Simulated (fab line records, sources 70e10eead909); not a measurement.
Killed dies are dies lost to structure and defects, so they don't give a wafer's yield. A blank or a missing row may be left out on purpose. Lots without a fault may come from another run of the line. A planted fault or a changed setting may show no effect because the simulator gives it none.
A struck lot beside a sound one | flow nand_harc | 15 steps out of a route of 1302
Sound: wafers L968.4, L968.5, L968.6. Struck: wafers L978.1, L978.3, L978.6. The cause comes at the end.
At each step with rows: each side's tool, then ch and its chambers, then its first start. Under that, the readings that differ: sound wafers | struck wafers | difference of the means | sigmas: that difference in standard deviations of wafers without a fault.
alike: readings whose means differ by less than 2 such deviations, and words and numbers that are the same on both sides. not compared: withheld readings, readings that some wafer has no value for, bounds like >300 that may hide the same value, and numbers for which the record gives no deviation and whose values overlap.
The two part at a step that has a row with sigmas, a row that says differs or no value, or rows on one side only. Numbers that don't overlap but have no deviation are shown without sigmas and don't part them. A reading that every wafer of one side lacks parts them only if that side has two wafers or more.

first, 6 steps without rows for these wafers: NHARC_A_CONTACT_COAT_36 (resist thk 90 nm); NHARC_A_CONTACT_SOFTBAKE_37 (time 55 s); NHARC_A_CONTACT_EBR_38; NHARC_A_CONTACT_EXPOSE_39 (exposes mask A CC 3); NHARC_A_CONTACT_PEB_40 (peb time 65 s); NHARC_A_CONTACT_DEVELOP_41 (develop time 35 s).
NHARC_A_CONTACT_CD_MEAS_42: target cd 300 nm.
  sound on cd_sem-01 ch 0, day 23 00:25; struck on cd_sem-01 ch 0, day 27 18:07
  alike: cd_nm
NHARC_A_CONTACT_OVL_MEAS_43:
  sound on overlay-01, day 23 00:29; struck on overlay-01, day 27 18:13
  alike: overlay_x_nm, overlay_y_nm
NHARC_A_CONTACT_INSPECT_44:
  sound on defect_inspect-02, day 23 00:32; struck on defect_inspect-01, day 27 18:15
  alike: raw_defect_count
NHARC_A_CONTACT_DESCUM_47: chemistry O2, time 3 s.
  sound on rie_diel-11 ch 0,1, day 23 00:35; struck on rie_diel-11 ch 1,2, day 27 18:19
  reading                | sound                | struck               | difference | sigmas
  throttle_valve_pct (%) | 11.302 11.310 11.299 | 11.318 11.324 11.328 | +0.020     | +2
  alike: drypump_motor_current_A, oes_product_au, rf_vpp_V, showerhead_plenum_p_Torr
  not compared: rf_hours_counter_h
NHARC_A_CONTACT_ETCH_48: etches the open film in CF4, target depth 39 nm, time 65 s.
  sound on rie_diel-11 ch 0,3, day 23 00:40; struck on rie_diel-11 ch 1,3, day 27 18:24
  alike: bias_w, cf4_flow_sccm, drypump_motor_current_A, oes_product_au, rf_fwd_power_W, rf_vpp_V, showerhead_plenum_p_Torr, throttle_valve_pct
  not compared: rf_hours_counter_h
NHARC_A_CONTACT_ETCH_49: etches the open film in N2/H2, target depth 260 nm, time 475.3 s.
  sound on rie_diel-11 ch 0,2,3; struck on rie_diel-11 ch 0,2
  reading               | sound             | struck            | difference | sigmas
  oes_product_au (a.u.) | 1.005 1.011 1.010 | 0.989 0.993 0.997 | -0.016     | -2
  alike: bias_w, chamber_pressure_mTorr, drypump_motor_current_A, n2_flow_sccm, rf_fwd_power_W, rf_vpp_V, showerhead_plenum_p_Torr, throttle_valve_pct
  not compared: rf_hours_counter_h
NHARC_A_CONTACT_ETCH_50: etches the open film in CF4/CHF3, target depth 121 nm, time 60.5 s.
  sound on rie_diel-11 ch 1,2,3, day 23 01:08; struck on rie_diel-11 ch 0,2, day 27 19:12
  no value came back on the struck wafers for any of 8 readings (bias_w (W), cf4_flow_sccm (sccm) and others); on the sound wafers bias_w (W) reads 199.7 199.9 200.8
  not compared: rf_hours_counter_h
NHARC_A_CONTACT_ETCH_51: etches the open film in O2/COS, target depth 7000 nm, time 1820 s.
  sound on rie_diel-11 ch 0,1; struck on rie_diel-11 ch 1,3
  reading                        | sound                | struck               | difference | sigmas
  chamber_pressure_mTorr (mTorr) | 19.980 19.999 19.966 | 20.044 20.016 19.989 | +0.035     | +2
  alike: bias_w, drypump_motor_current_A, oes_product_au, rf_fwd_power_W, rf_vpp_V, showerhead_plenum_p_Torr, throttle_valve_pct
  not compared: rf_hours_counter_h
-- the record jumps here: 3 days lie between the struck wafers' starts before and after (it left off in module A_CONTACT and takes up again in module END, whose first step shown is number 1302 of the route) --
NHARC_END_SORT_01:
  sound on prober-01 ch 0, day 25 23:19; struck on prober-01 ch 0, day 31 02:40
  reading         | sound    | struck                                                               | difference                   | sigmas
  hold            | - - -    | await_dispo/1.7h/scrap await_dispo/1.7h/scrap await_dispo/1.7h/scrap | no value on the sound wafers |
  killed_at_array | 52 58 50 | 676 673 673                                                          | +621                         | +27
  killed_dies     | 54 64 56 | 677 677 677                                                          | +619                         | +28
  alike: killed_at_other, killed_at_periphery, killed_open, killed_short

WHERE THEY PART
First at NHARC_A_CONTACT_DESCUM_47; last, within this record, at NHARC_END_SORT_01.

WHY: what the simulator had put in
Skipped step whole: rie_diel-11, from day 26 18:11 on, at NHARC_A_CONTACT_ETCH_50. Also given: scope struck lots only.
